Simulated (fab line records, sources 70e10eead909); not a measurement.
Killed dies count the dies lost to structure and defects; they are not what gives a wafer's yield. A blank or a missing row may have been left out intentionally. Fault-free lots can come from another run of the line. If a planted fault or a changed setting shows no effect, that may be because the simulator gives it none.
fab line records | flow nand_harc
record lots=6 | wafers=18 | last_day=30
route steps=1302 shown P_M0@280 P_M1@285 END@1302
lots untouched by any fault: they come from a run of this same line in which no faults occurred
start_h: hours from the record's opening day to when the first of the lot's shown wafers began | wait_h: how many hours have passed since the lot's step before this one | " same as the row above | L1.1+2: a single row standing in for several wafers | - either no value or no given start | * or withheld: withheld | < > ~ a bound
route shown NAME@n: NAME is a module with steps in the file, n the number in the route of the first one | usual: the fault-free wafers' mean and standard deviation | same: alike in all rows | chamber/n: place in a boat | sites: per-site readings | _std_site: the standard deviation of these | _edge_site: mean of outer sites minus mean of inner sites | radius_mm: for every site, how far away it sits from the centre of the wafer | mask NAME#n: copy n | behind: the tool/chamber that last shaped the wafer | hold: what put the lot on hold/how long, in hours/how the hold closed | device: which transistor (n, p or np) failed to switch | end of line: the route-end tests of the same wafers | for a step that has no rows: nothing shown but its recipe | killed: count of dies lost to structure and defects at first sort (not the wafer's yield) | map: dies across one wafer; x = killed, . = not, _ = none there
set.NAME: the setting the step ran with; set.NAME@STEP: the setting that earlier step ran with | model.NAME: the simulator's own value behind a step, which no gauge read
lots seen at some steps along the route; tables by step, rows by wafer
services: the hour from which a tool's chamber was out of use, counted from the record's first day as start_h (under 0 if before that day), plus the number of hours and why
## steps
# step NHARC_P_M0_SRD_25
# step NHARC_P_M0_INSPECT_27
# usual raw_defect_count=306/130
lot.wafer | tool              | chamber | start_h | wait_h | raw_defect_count
L285.2    | defect_inspect-01 | -       | 118.18  | 0.0    | 270
L285.4    | "                 | -       | "       | "      | 329
L285.6    | "                 | -       | "       | "      | 265
L287.2    | defect_inspect-02 | -       | 148.10  | 0.0    | 200
L287.5    | "                 | -       | "       | "      | 348
L287.6    | "                 | -       | "       | "      | 301
L292.1    | defect_inspect-01 | -       | 193.70  | 0.0    | 304
L292.4    | "                 | -       | "       | "      | 167
L292.5    | "                 | -       | "       | "      | 165
L294.2    | defect_inspect-02 | -       | 216.57  | 0.0    | 289
L294.4    | "                 | -       | "       | "      | 351
L294.6    | "                 | -       | "       | "      | 445
L297.2    | defect_inspect-01 | -       | 239.87  | 0.0    | 136
L297.5    | "                 | -       | "       | "      | 295
L297.6    | "                 | -       | "       | "      | 226
L301.3    | defect_inspect-02 | -       | 294.20  | 0.0    | 512
L301.5    | "                 | -       | "       | "      | 492
L301.6    | "                 | -       | "       | "      | 330
# step NHARC_P_M0_PRE_CLEAN_31
# recipe time_s=12 | temp_c=370 | rf_power_w=300 | gas=NH3
# usual heater_power_w=625/96
lot.wafer | tool     | chamber | start_h | wait_h | heater_power_w | since_wet_clean_h
L285.2    | pecvd-01 | 1       | 118.27  | 0.1    | 668            | 156
L285.6    | "        | 0       | "       | "      | 518            | -
L285.4    | "        | 1       | "       | "      | 656            | -
L287.2    | pecvd-02 | 1       | 148.20  | 0.1    | 570            | 89
L287.6    | "        | 0       | "       | "      | 493            | -
L287.5    | "        | 1       | "       | "      | 567            | -
L292.1    | pecvd-01 | 1       | 193.78  | 0.1    | 736            | 51
L292.5    | "        | 0       | "       | "      | 514            | -
L292.4    | "        | 2       | "       | "      | 680            | -
L294.2    | pecvd-02 | 0       | 216.63  | 0.1    | 512            | 158
L294.4    | "        | 1       | "       | "      | 524            | -
L294.6    | "        | 2       | "       | "      | 754            | -
L297.2    | pecvd-01 | 1       | 239.94  | 0.1    | 742            | 97
L297.6    | "        | 2       | "       | "      | 657            | -
L297.5    | "        | 0       | "       | "      | 492            | -
L301.3    | pecvd-04 | 2       | 294.27  | 0.1    | 635            | 12
L301.5    | "        | 2       | "       | "      | 645            | -
L301.6    | "        | 1       | "       | "      | 508            | -
# step NHARC_P_M0_DEP_32
# recipe target_thk_a=300 | temp_c=370 | target_thk_nm=30 | pressure_torr=3 | flow_sccm=200 | rf_w=450 | material=SiCN
# usual heater_power_w=569/94
lot.wafer | tool     | chamber | start_h | wait_h | heater_power_w | since_wet_clean_h
L285.2    | pecvd-01 | 1       | 118.38  | 0.1    | 619            | 156
L285.6    | "        | 0       | "       | "      | 488            | -
L285.4    | "        | 1       | "       | "      | 635            | -
L287.2    | pecvd-02 | 1       | 148.34  | 0.1    | 471            | 89
L287.6    | "        | 0       | "       | "      | 442            | -
L287.5    | "        | 1       | "       | "      | 473            | -
L292.1    | pecvd-01 | 1       | 193.89  | 0.1    | 655            | 51
L292.5    | "        | 0       | "       | "      | 441            | -
L292.4    | "        | 2       | "       | "      | 626            | -
L294.2    | pecvd-02 | 0       | 216.71  | 0.1    | 429            | 158
L294.4    | "        | 1       | "       | "      | 511            | -
L294.6    | "        | 2       | "       | "      | 576            | -
L297.2    | pecvd-01 | 1       | 240.02  | 0.1    | 598            | 97
L297.6    | "        | 2       | "       | "      | 698            | -
L297.5    | "        | 0       | "       | "      | 455            | -
L301.3    | pecvd-04 | 2       | 294.34  | 0.1    | 535            | 12
L301.5    | "        | 2       | "       | "      | 522            | -
L301.6    | "        | 1       | "       | "      | 425            | -
# step NHARC_P_M1_DEP_00
# recipe target_thk_a=1825 | target_thk_nm=182.5 | temp_c=withheld | pressure_torr=5 | flow_sccm=200 | rf_w=600 | material=SiOC
# step NHARC_P_M1_DEHYDRATE_01
# recipe temp_c=150 | time_s=120
# step NHARC_P_M1_HMDS_02
# recipe time_s=30
# step NHARC_P_M1_COAT_34
# recipe temp_c=200 | time_s=65
# step NHARC_P_M1_COAT_03
# recipe spin_rpm=1500 | resist_thk_nm=90
# step NHARC_P_M1_SOFTBAKE_04
# recipe temp_c=105 | time_s=55
# step NHARC_P_M1_EBR_05
# step NHARC_P_M1_EXPOSE_06
# recipe na=1.35 | target_cd_nm=130 | dose_mj=81.88 | mask_id=P_M1
# usual exposure_dose_mJ_cm2=81.84/0.11
lot.wafer | tool            | chamber | start_h | wait_h | mask   | exposure_dose_mJ_cm2
L285.2    | arfi_scanner-01 | 0       | 119.30  | -      | P_M1#0 | 81.78
L285.4    | "               | 0       | "       | "      | P_M1#0 | 82.03
L285.6    | "               | 0       | "       | "      | P_M1#0 | 81.82
L287.2    | arfi_scanner-03 | 0       | 149.37  | -      | P_M1#0 | 81.97
L287.5    | "               | 0       | "       | "      | P_M1#0 | 81.81
L287.6    | "               | 0       | "       | "      | P_M1#0 | 81.94
L292.1    | arfi_scanner-03 | 0       | 194.95  | -      | P_M1#0 | 86.29
L292.4    | "               | 0       | "       | "      | P_M1#0 | 86.22
L292.5    | "               | 0       | "       | "      | P_M1#0 | 86.19
L294.2    | arfi_scanner-03 | 0       | 217.82  | -      | P_M1#0 | 85.37
L294.4    | "               | 0       | "       | "      | P_M1#0 | 85.31
L294.6    | "               | 0       | "       | "      | P_M1#0 | 85.41
L297.2    | arfi_scanner-02 | 0       | 241.11  | -      | P_M1#0 | 81.84
L297.5    | "               | 0       | "       | "      | P_M1#0 | 81.83
L297.6    | "               | 0       | "       | "      | P_M1#0 | 81.89
L301.3    | arfi_scanner-02 | 0       | 295.46  | -      | P_M1#0 | 81.59
L301.5    | "               | 0       | "       | "      | P_M1#0 | 81.63
L301.6    | "               | 0       | "       | "      | P_M1#0 | 81.55
# step NHARC_P_M1_PEB_07
# recipe peb_temp_c=100 | peb_time_s=65
# step NHARC_P_M1_DEVELOP_08
# recipe develop_time_s=35 | dev_temp_c=23
# step NHARC_P_M1_CD_MEAS_09
# recipe target_cd_nm=130 | landing_energy_ev=500
# usual cd_nm=129.6/1.3
lot.wafer | tool      | chamber | start_h | wait_h | cd_nm
L285.2    | cd_sem-03 | 0       | 119.44  | -      | 129.6
L285.4    | "         | 0       | "       | "      | 130.8
L285.6    | "         | 0       | "       | "      | 130.7
L287.2    | cd_sem-02 | 0       | 149.50  | -      | 128.9
L287.5    | "         | 0       | "       | "      | 128.9
L287.6    | "         | 0       | "       | "      | 127.7
L292.1    | cd_sem-02 | 0       | 195.09  | -      | 135.8
L292.4    | "         | 0       | "       | "      | 133.9
L292.5    | "         | 0       | "       | "      | 135.2
L294.2    | cd_sem-02 | 0       | 217.96  | -      | 131.5
L294.4    | "         | 0       | "       | "      | 130.2
L294.6    | "         | 0       | "       | "      | 130.7
L297.2    | cd_sem-01 | 0       | 241.25  | -      | 128.4
L297.5    | "         | 0       | "       | "      | 127.4
L297.6    | "         | 0       | "       | "      | 129.1
L301.3    | cd_sem-03 | 0       | 295.60  | -      | 127.9
L301.5    | "         | 0       | "       | "      | 128.0
L301.6    | "         | 0       | "       | "      | 128.5
# step NHARC_P_M1_OVL_MEAS_10
# recipe pitch_nm=260
# usual overlay_x_nm=-0.1/0.77 | overlay_y_nm=0.0/0.74
lot.wafer | tool       | chamber | start_h | wait_h | overlay_x_nm | overlay_y_nm
L285.2    | overlay-02 | -       | 119.52  | -      | 0.2          | -0.3
L285.4    | "          | -       | "       | "      | 0.1          | -1.1
L285.6    | "          | -       | "       | "      | -0.4         | -0.6
L287.2    | overlay-01 | -       | 149.59  | -      | -0.8         | 0.2
L287.5    | "          | -       | "       | "      | -0.9         | 0.1
L287.6    | "          | -       | "       | "      | -1.0         | -0.6
L292.1    | overlay-02 | -       | 195.18  | -      | 1.0          | -1.4
L292.4    | "          | -       | "       | "      | 1.8          | -0.8
L292.5    | "          | -       | "       | "      | 1.6          | -1.2
L294.2    | overlay-01 | -       | 218.05  | -      | -0.1         | 0.6
L294.4    | "          | -       | "       | "      | -0.3         | -0.4
L294.6    | "          | -       | "       | "      | -0.1         | 0.6
L297.2    | overlay-02 | -       | 241.33  | -      | -0.6         | -1.3
L297.5    | "          | -       | "       | "      | -0.8         | -0.7
L297.6    | "          | -       | "       | "      | -0.4         | -1.1
L301.3    | overlay-01 | -       | 295.68  | -      | 1.2          | -0.7
L301.5    | "          | -       | "       | "      | 1.7          | -0.3
L301.6    | "          | -       | "       | "      | 1.8          | -0.5
# step NHARC_P_M1_INSPECT_11
# usual raw_defect_count=4.8/2.7
lot.wafer | tool              | chamber | start_h | wait_h | raw_defect_count
L285.2    | defect_inspect-02 | -       | 119.56  | 0.0    | 4
L285.4    | "                 | -       | "       | "      | 4
L285.6    | "                 | -       | "       | "      | 7
L287.2    | defect_inspect-02 | -       | 149.63  | 0.0    | 3
L287.5    | "                 | -       | "       | "      | 6
L287.6    | "                 | -       | "       | "      | 5
L292.1    | defect_inspect-01 | -       | 195.22  | 0.0    | 8
L292.4    | "                 | -       | "       | "      | 7
L292.5    | "                 | -       | "       | "      | 2
L294.2    | defect_inspect-02 | -       | 218.08  | 0.0    | 6
L294.4    | "                 | -       | "       | "      | 3
L294.6    | "                 | -       | "       | "      | 6
L297.2    | defect_inspect-01 | -       | 241.37  | 0.0    | 2
L297.5    | "                 | -       | "       | "      | 5
L297.6    | "                 | -       | "       | "      | 3
L301.3    | defect_inspect-02 | -       | 295.72  | 0.0    | 7
L301.5    | "                 | -       | "       | "      | 8
L301.6    | "                 | -       | "       | "      | 6
# step NHARC_P_M1_DESCUM_14
# recipe time_s=3 | o2_flow_sccm=200 | ar_flow_sccm=0 | bias_power_w=0 | chemistry=O2
# usual drypump_motor_current_A=5.6/0.47 | oes_product_au=0.999/0.013 | rf_vpp_V=57.7/0.85 | showerhead_plenum_p_Torr=1.89/0.051 | throttle_valve_pct=11.311/0.0082
lot.wafer | tool        | chamber | start_h | wait_h | drypump_motor_current_A | oes_product_au | rf_hours_counter_h | rf_vpp_V | showerhead_plenum_p_Torr | throttle_valve_pct | model.P_M1.cd_nm
L285.2    | rie_diel-08 | 1       | 119.63  | 0.1    | 6.2                     | 1.001          | 35                 | 59.1     | 1.95                     | 11.314             | 130.6
L285.6    | "           | 0       | "       | "      | 4.9                     | 1.004          | -                  | 58.7     | 1.80                     | 11.305             | 129.9
L285.4    | "           | 1       | "       | "      | 6.2                     | 0.996          | -                  | 57.8     | 1.95                     | 11.318             | 131.9
L287.2    | rie_diel-07 | 2       | 149.69  | 0.1    | 5.9                     | 1.004          | 1                  | 57.9     | 1.89                     | 11.327             | 129
L287.6    | "           | 1       | "       | "      | 5.2                     | 0.999          | -                  | 58.4     | 1.91                     | 11.305             | 127.9
L287.5    | "           | 2       | "       | "      | 5.9                     | 1.001          | -                  | 56.9     | 1.89                     | 11.319             | 129.4
L292.4    | rie_diel-13 | 1       | 195.29  | 0.1    | 6.4                     | 0.988          | 1                  | 56.9     | 1.87                     | 11.318             | 134.5
L292.1    | "           | 2       | "       | "      | 5.4                     | 0.978          | 1                  | 58.9     | 1.86                     | 11.316             | 135.3
L292.5    | "           | 0       | "       | "      | 5.5                     | 0.991          | -                  | 59.9     | 1.96                     | 11.311             | 135.6
L294.2    | rie_diel-13 | 1       | 218.16  | 0.1    | 6.4                     | 0.992          | 3                  | 58.1     | 1.87                     | 11.321             | 131.6
L294.4    | "           | 2       | "       | "      | 5.4                     | 0.995          | 2                  | 58.0     | 1.86                     | 11.326             | 129.9
L294.6    | "           | 0       | "       | "      | 5.5                     | 0.989          | -                  | 59.0     | 1.96                     | 11.308             | 131
L297.2    | rie_diel-07 | 3       | 241.44  | 0.1    | 5.4                     | 1.018          | 8                  | 58.8     | 1.93                     | 11.313             | 128.4
L297.5    | "           | 1       | "       | "      | 5.2                     | 0.995          | -                  | 58.1     | 1.91                     | 11.306             | 127.6
L297.6    | "           | 0       | "       | "      | 6.0                     | 1.014          | -                  | 55.9     | 1.83                     | 11.312             | 128.2
L301.3    | rie_diel-13 | 1       | 295.80  | 0.1    | 6.4                     | 0.989          | 9                  | 57.6     | 1.87                     | 11.315             | 127.7
L301.5    | "           | 3       | "       | "      | 5.1                     | 0.982          | -                  | 58.2     | 1.90                     | 11.316             | 128.3
L301.6    | "           | 0       | "       | "      | 5.5                     | 0.988          | -                  | 57.7     | 1.96                     | 11.299             | 128.6
# step NHARC_P_M1_ETCH_35
# recipe target_depth_a=400 | overetch_a=120 | time_s=43.94 | ion_energy_ev=200 | n2_flow_sccm=150 | h2_flow_sccm=150 | ar_flow_sccm=0 | rf_w=400 | bias_w=150 | chemistry=N2/H2
# usual drypump_motor_current_A=5.6/0.47 | oes_product_au=1.000/0.014 | rf_vpp_V=429.8/1.8 | showerhead_plenum_p_Torr=2.01/0.055 | throttle_valve_pct=14.170/0.0094
lot.wafer | tool        | chamber | start_h | wait_h | drypump_motor_current_A | oes_product_au | rf_hours_counter_h | rf_vpp_V | showerhead_plenum_p_Torr | throttle_valve_pct
L285.2    | rie_diel-08 | 1       | 119.72  | 0.1    | 6.2                     | 1.001          | 35                 | 432.8    | 2.08                     | 14.169
L285.4    | "           | 3       | "       | "      | 6.2                     | 1.009          | -                  | 426.9    | 1.93                     | 14.167
L285.6    | "           | 0       | "       | "      | 4.9                     | 0.992          | -                  | 426.1    | 1.91                     | 14.164
L287.2    | rie_diel-07 | 2       | 149.77  | 0.1    | 5.9                     | 1.000          | 1                  | 429.7    | 2.02                     | 14.178
L287.5    | "           | 2       | "       | "      | 5.9                     | 1.013          | -                  | 429.4    | 2.02                     | 14.162
L287.6    | "           | 3       | "       | "      | 5.3                     | 1.013          | -                  | 429.8    | 2.07                     | 14.160
L292.4    | rie_diel-13 | 2       | 195.36  | 0.1    | 5.4                     | 0.989          | 1                  | 428.7    | 1.99                     | 14.175
L292.1    | "           | 3       | "       | "      | 5.1                     | 0.993          | 1                  | 431.3    | 2.03                     | 14.172
L292.5    | "           | 2       | "       | "      | 5.4                     | 0.988          | -                  | 430.4    | 1.98                     | 14.175
L294.4    | rie_diel-13 | 0       | 218.38  | 0.2    | 5.5                     | 0.999          | 3                  | 431.7    | 2.09                     | 14.156
L294.2    | "           | 2       | "       | "      | 5.4                     | 0.995          | 3                  | 429.3    | 1.98                     | 14.173
L294.6    | "           | 0       | "       | "      | 5.5                     | 1.000          | -                  | 431.9    | 2.09                     | 14.183
L297.2    | rie_diel-07 | 0       | 241.54  | 0.1    | 6.0                     | 1.031          | 7                  | 426.4    | 1.95                     | 14.194
L297.5    | "           | 3       | "       | "      | 5.4                     | 1.013          | -                  | 431.9    | 2.06                     | 14.173
L297.6    | "           | 1       | "       | "      | 5.2                     | 1.006          | -                  | 430.5    | 2.04                     | 14.170
L301.3    | rie_diel-13 | 2       | 295.87  | 0.1    | 5.4                     | 0.975          | 8                  | 428.8    | 1.98                     | 14.165
L301.6    | "           | 2       | "       | "      | 5.4                     | 0.972          | -                  | 428.8    | 1.98                     | 14.181
L301.5    | "           | 3       | "       | "      | 5.1                     | 0.988          | -                  | 429.9    | 2.02                     | 14.161
# step NHARC_P_M1_ETCH_15
# recipe target_depth_a=1825 | time_s=91.2 | c4f8_flow_sccm=withheld | ar_flow_sccm=400 | rf_w=600 | bias_w=300 | chemistry=C4F8/Ar
# usual oes_product_au=0.953/0.025 | rf_vpp_V=440.1/1.7
lot.wafer | tool        | chamber | start_h | wait_h | oes_product_au | rf_hours_counter_h | rf_vpp_V
L285.2    | rie_diel-08 | 0       | -       | -      | 0.928          | 24                 | 436.8
L285.6    | "           | 1       | "       | "      | 0.923          | -                  | 442.3
L285.4    | "           | 3       | "       | "      | 0.935          | -                  | 437.1
L287.2    | rie_diel-07 | 2       | -       | -      | 0.964          | 1                  | 439.5
L287.5    | "           | 3       | "       | "      | 0.977          | -                  | 441.5
L287.6    | "           | 0       | "       | "      | 0.992          | -                  | 438.9
L292.4    | rie_diel-13 | 3       | -       | -      | 0.980          | 1                  | 440.4
L292.1    | "           | 0       | "       | "      | 0.962          | 1                  | 442.7
L292.5    | "           | 3       | "       | "      | 0.975          | -                  | 440.6
L294.2    | rie_diel-13 | 1       | -       | -      | 0.940          | 3                  | 439.8
L294.4    | "           | 2       | "       | "      | 0.946          | 3                  | 440.5
L294.6    | "           | 1       | "       | "      | 0.944          | -                  | 439.1
L297.2    | rie_diel-07 | 3       | -       | -      | 0.920          | 8                  | 441.9
L297.5    | "           | 3       | "       | "      | 0.939          | -                  | 441.2
L297.6    | "           | 0       | "       | "      | 0.940          | -                  | 438.7
L301.3    | rie_diel-13 | 0       | -       | -      | 0.928          | 10                 | 442.2
L301.6    | "           | 3       | "       | "      | 0.929          | -                  | 441.4
L301.5    | "           | 0       | "       | "      | 0.939          | -                  | 441.9
# step NHARC_P_M1_CD_MEAS_16
# usual cd_nm=129.6/1.3
lot.wafer | tool      | chamber | start_h | wait_h | cd_nm
L285.2    | cd_sem-01 | -       | 119.97  | -      | 130.8
L285.4    | "         | -       | "       | "      | 131.4
L285.6    | "         | -       | "       | "      | 129.6
L287.2    | cd_sem-03 | -       | 149.99  | -      | 128.8
L287.5    | "         | -       | "       | "      | 128.8
L287.6    | "         | -       | "       | "      | 127.8
L292.1    | cd_sem-01 | -       | 195.58  | -      | 135.1
L292.4    | "         | -       | "       | "      | 134.7
L292.5    | "         | -       | "       | "      | 135.4
L294.2    | cd_sem-01 | -       | 218.60  | -      | 131.3
L294.4    | "         | -       | "       | "      | 129.0
L294.6    | "         | -       | "       | "      | 129.9
L297.2    | cd_sem-01 | -       | 241.78  | -      | 129.3
L297.5    | "         | -       | "       | "      | 127.5
L297.6    | "         | -       | "       | "      | 127.5
L301.3    | cd_sem-03 | -       | 296.09  | -      | 127.8
L301.5    | "         | -       | "       | "      | 127.9
L301.6    | "         | -       | "       | "      | 128.7
# step NHARC_P_M1_STRIP_18
# recipe power_w=1000 | n2_flow_sccm=150 | h2_flow_sccm=150 | ar_flow_sccm=0 | bias_w=0 | chemistry=N2/H2
# usual drypump_motor_current_A=5.6/0.48 | oes_product_au=0.998/0.014 | rf_vpp_V=90.6/0.97 | showerhead_plenum_p_Torr=2.01/0.054 | throttle_valve_pct=14.171/0.0089
lot.wafer | tool        | chamber | start_h | wait_h | drypump_motor_current_A | oes_product_au | rf_hours_counter_h | rf_vpp_V | showerhead_plenum_p_Torr | throttle_valve_pct
L285.2    | rie_diel-08 | 0       | 120.07  | 0.1    | 4.9                     | 0.994          | 24                 | 88.9     | 1.91                     | 14.161
L285.6    | "           | 0       | "       | "      | 4.9                     | 0.999          | -                  | 90.4     | 1.91                     | 14.157
L285.4    | "           | 1       | "       | "      | 6.2                     | 1.000          | -                  | 91.8     | 2.08                     | 14.177
L287.2    | rie_diel-08 | 1       | 150.12  | 0.1    | 6.2                     | 0.991          | 46                 | 90.5     | 2.08                     | 14.180
L287.6    | "           | 3       | "       | "      | 6.2                     | 1.011          | -                  | 90.2     | 1.93                     | 14.165
L287.5    | "           | 0       | "       | "      | 4.9                     | 1.000          | -                  | 89.9     | 1.91                     | 14.170
L292.4    | rie_diel-13 | 3       | 195.68  | 0.1    | 5.1                     | 0.990          | 1                  | 92.0     | 2.03                     | 14.168
L292.1    | "           | 0       | "       | "      | 5.5                     | 0.987          | 1                  | 91.6     | 2.10                     | 14.168
L292.5    | "           | 3       | "       | "      | 5.1                     | 0.993          | -                  | 92.1     | 2.03                     | 14.173
L294.2    | rie_diel-08 | 2       | 218.67  | 0.1    | 5.4                     | 0.997          | 5                  | 90.1     | 1.99                     | 14.176
L294.4    | "           | 1       | "       | "      | 6.2                     | 1.010          | 7                  | 90.8     | 2.07                     | 14.167
L294.6    | "           | 3       | "       | "      | 6.2                     | 1.003          | -                  | 90.1     | 1.92                     | 14.181
L297.2    | rie_diel-08 | 1       | 241.85  | 0.1    | 6.2                     | 1.001          | 11                 | 92.0     | 2.07                     | 14.175
L297.5    | "           | 1       | "       | "      | 6.2                     | 1.004          | -                  | 91.7     | 2.07                     | 14.172
L297.6    | "           | 2       | "       | "      | 5.4                     | 1.012          | -                  | 90.8     | 1.99                     | 14.177
L301.3    | rie_diel-13 | 1       | 296.92  | 0.8    | 6.4                     | 0.981          | 9                  | 89.5     | 1.99                     | 14.163
L301.5    | "           | 3       | "       | "      | 5.1                     | 0.979          | -                  | 90.1     | 2.02                     | 14.166
L301.6    | "           | 0       | "       | "      | 5.5                     | 0.981          | -                  | 90.3     | 2.09                     | 14.172
# step NHARC_P_M1_ETCH_28
# recipe target_depth_a=300 | over_etch_frac=0.3 | time_s=72.99 | ion_energy_ev=150 | cf4_flow_sccm=50 | n2_flow_sccm=100 | ar_flow_sccm=150 | rf_w=300 | bias_w=100 | chemistry=CF4/N2
# usual drypump_motor_current_A=5.6/0.48 | oes_product_au=0.998/0.013 | rf_vpp_V=313.7/1.3 | showerhead_plenum_p_Torr=2.59/0.064 | throttle_valve_pct=19.794/0.009
lot.wafer | tool        | chamber | start_h | wait_h | drypump_motor_current_A | oes_product_au | rf_hours_counter_h | rf_vpp_V | showerhead_plenum_p_Torr | throttle_valve_pct | model.P_M1.cd_nm
L285.2    | rie_diel-08 | 0       | -       | -      | 4.9                     | 1.004          | 24                 | 311.4    | 2.47                     | 19.787             | 129.5
L285.6    | "           | 1       | "       | "      | 6.2                     | 0.996          | -                  | 315.1    | 2.68                     | 19.806             | 128.3
L285.4    | "           | 0       | "       | "      | 4.9                     | 0.998          | -                  | 311.1    | 2.47                     | 19.814             | 131.1
L287.2    | rie_diel-08 | 1       | -       | -      | 6.2                     | 0.996          | 47                 | 316.2    | 2.67                     | 19.787             | 127.8
L287.6    | "           | 3       | "       | "      | 6.2                     | 1.017          | -                  | 312.5    | 2.49                     | 19.796             | 128.3
L287.5    | "           | 0       | "       | "      | 4.9                     | 1.005          | -                  | 312.1    | 2.47                     | 19.801             | 128.4
L292.4    | rie_diel-13 | 3       | -       | -      | 5.1                     | 0.992          | 1                  | 314.3    | 2.61                     | 19.796             | 135.2
L292.1    | "           | 2       | "       | "      | 5.4                     | 0.981          | 1                  | 314.2    | 2.56                     | 19.796             | 135.7
L292.5    | "           | 0       | "       | "      | 5.5                     | 0.995          | -                  | 314.9    | 2.69                     | 19.798             | 136.6
L294.4    | rie_diel-08 | 2       | -       | -      | 5.4                     | 1.003          | 5                  | 314.9    | 2.57                     | 19.783             | 128.6
L294.2    | "           | 0       | "       | "      | 4.9                     | 0.995          | 7                  | 312.0    | 2.46                     | 19.789             | 131
L294.6    | "           | 2       | "       | "      | 5.4                     | 1.008          | -                  | 312.9    | 2.57                     | 19.804             | 130.1
L297.2    | rie_diel-08 | 1       | -       | -      | 6.2                     | 0.990          | 11                 | 315.3    | 2.66                     | 19.783             | 128.7
L297.5    | "           | 1       | "       | "      | 6.2                     | 1.006          | -                  | 314.3    | 2.66                     | 19.788             | 127.3
L297.6    | "           | 2       | "       | "      | 5.5                     | 1.003          | -                  | 314.0    | 2.57                     | 19.789             | 127.3
L301.3    | rie_diel-13 | 1       | -       | -      | 6.4                     | 0.993          | 9                  | 311.0    | 2.56                     | 19.795             | 126.5
L301.6    | "           | 2       | "       | "      | 5.4                     | 0.981          | -                  | 311.9    | 2.56                     | 19.788             | 128.9
L301.5    | "           | 3       | "       | "      | 5.1                     | 0.978          | -                  | 314.5    | 2.61                     | 19.786             | 128.3
# step NHARC_P_M1_STRIP_19
# recipe time_s=600 | temp_c=30 | chemistry=post_etch_residue_remover
# step NHARC_END_SORT_01
# recipe temp_c=25
# usual defect_limited_yield=89.9/2.9 | killed_at_array=64/20 | killed_at_other=0.7/1.1 | killed_at_periphery=3.6/2.7 | killed_dies=68/20 | killed_open=2.8/1.9 | killed_short=2.3/1.5
# same gross_dies=677
lot.wafer | tool      | chamber | start_h | wait_h | defect_limited_yield[%] | killed_at_array | killed_at_other | killed_at_periphery | killed_dies | killed_open | killed_short
L294.2    | prober-01 | 0       | 654.13  | 2.8    | 89.1                    | 67              | 3               | 4                   | 74          | 4           | 3
L294.4    | prober-01 | 0       | 655.75  | 3.4    | 89.2                    | 67              | 3               | 3                   | 73          | 2           | 3
L294.6    | prober-01 | 0       | 657.37  | 4.0    | 89.7                    | 64              | 1               | 5                   | 70          | 1           | 4
# killed by level:class
L294.2 A_CHANNEL_HOLE_D1:chamber_film_flake=30 A_CHANNEL_HOLE_D2:chamber_film_flake=15 A_M0:chamber_film_flake=6 A_SLIT:chamber_film_flake=4 A_CONTACT:chamber_film_flake=4 THIN_TSV:chamber_film_flake=3 A_SOURCE_PLATE:geometric_particle:short=2 A_CHANNEL_FILL_D2:geometric_particle:open=2
L294.4 A_CHANNEL_HOLE_D1:chamber_film_flake=40 A_CHANNEL_HOLE_D2:chamber_film_flake=15 THIN_TSV:chamber_film_flake=3 A_STAIRCASE:chamber_film_flake=2 A_M0:chamber_film_flake=2 P_M1:geometric_particle:open=1 A_ONON_D1:geometric_particle:short=1 A_CHANNEL_FILL_D1:geometric_particle:short=1
L294.6 A_CHANNEL_HOLE_D1:chamber_film_flake=37 A_CHANNEL_HOLE_D2:chamber_film_flake=11 A_CONTACT:chamber_film_flake=6 P_ZERO_WELL:chamber_film_flake=3 A_CHANNEL_FILL_D2:geometric_particle:short=2 A_CHANNEL_FILL_D2:chamber_film_flake=2 A_STAIRCASE:chamber_film_flake=2 A_M0:chamber_film_flake=2
## services
tool            | chamber | start_h | hours | kind
arfi_scanner-02 | -       | 96.70   | 0.8   | repair
pecvd-04        | -       | 107.89  | 1.5   | repair
rie_diel-07     | -       | 117.20  | 9.0   | pm
rie_diel-08     | 2       | 118.66  | 7.4   | repair
arfi_scanner-03 | -       | 125.80  | 0.3   | repair
pecvd-01        | -       | 130.00  | 13.0  | pm
arfi_scanner-02 | -       | 140.00  | 4.0   | pm
rie_diel-07     | 1       | 159.75  | 5.5   | repair
rie_diel-13     | -       | 165.00  | 9.0   | pm
pecvd-01        | 1       | 168.87  | 4.3   | repair
pecvd-01        | 2       | 171.26  | 11.4  | repair
rie_diel-08     | -       | 190.80  | 9.0   | pm
arfi_scanner-03 | -       | 196.00  | 4.0   | pm
rie_diel-07     | 2       | 201.02  | 44.1  | repair
pecvd-01        | -       | 214.78  | 0.8   | repair
rie_diel-13     | 3       | 220.92  | 13.1  | repair
pecvd-02        | -       | 227.10  | 13.0  | pm
rie_diel-07     | -       | 236.83  | 2.5   | repair
rie_diel-08     | -       | 236.86  | 2.0   | repair
rie_diel-07     | 0       | 247.78  | 4.4   | repair
pecvd-01        | 1       | 253.00  | 8.1   | repair
rie_diel-13     | 2       | 258.89  | 6.1   | repair
rie_diel-13     | 0       | 268.64  | 1.2   | repair
rie_diel-07     | -       | 294.20  | 9.0   | pm
## key
first_sign step=NHARC_P_M1_EXPOSE_06 | reading=exposure_dose_mJ_cm2 | direction=up | sigmas=37 | usual=81.84 | struck=85.80
effect step=NHARC_P_M1_CD_MEAS_09 | reading=cd_nm | direction=up | sigmas=2.6 | usual=129.6 | struck=132.9 | wafers_moved=3 | through=control_loop
effect step=NHARC_P_M1_CD_MEAS_16 | reading=cd_nm | direction=up | sigmas=2.2 | usual=129.6 | struck=132.6 | wafers_moved=3 | through=control_loop
model_effect step=NHARC_P_M1_DESCUM_14 | value=P_M1.cd_nm | without=130.2 | struck=133
model_effect step=NHARC_P_M1_ETCH_28 | value=P_M1.cd_nm | without=130.1 | struck=132.9
met_at NHARC_P_M1_EXPOSE_06
struck_wafers L292.1,L292.4,L292.5,L294.2,L294.4,L294.6
loop_trim step=NHARC_P_M0_EXPOSE_06 | setting=dose | lots=L294
loop_trim step=NHARC_P_M1_EXPOSE_06 | setting=dose | lots=L294
onset_between 149.37 194.95
earlier_fault kind=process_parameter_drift | tool=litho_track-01 | chamber=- | onset_h=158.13 | steps=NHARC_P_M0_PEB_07 | channel=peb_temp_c | offset=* | shape=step | acts_in=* | stated=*
fault kind=process_parameter_drift | tool=arfi_scanner-03 | chamber=- | onset_h=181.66 | steps=NHARC_P_M1_EXPOSE_06 | channel=dose_mj | offset=4.3595 | shape=step | acts_in=these_recipes_only | stated=81.88
# loop_trim: a control loop set the setting to another value than it would have without faults
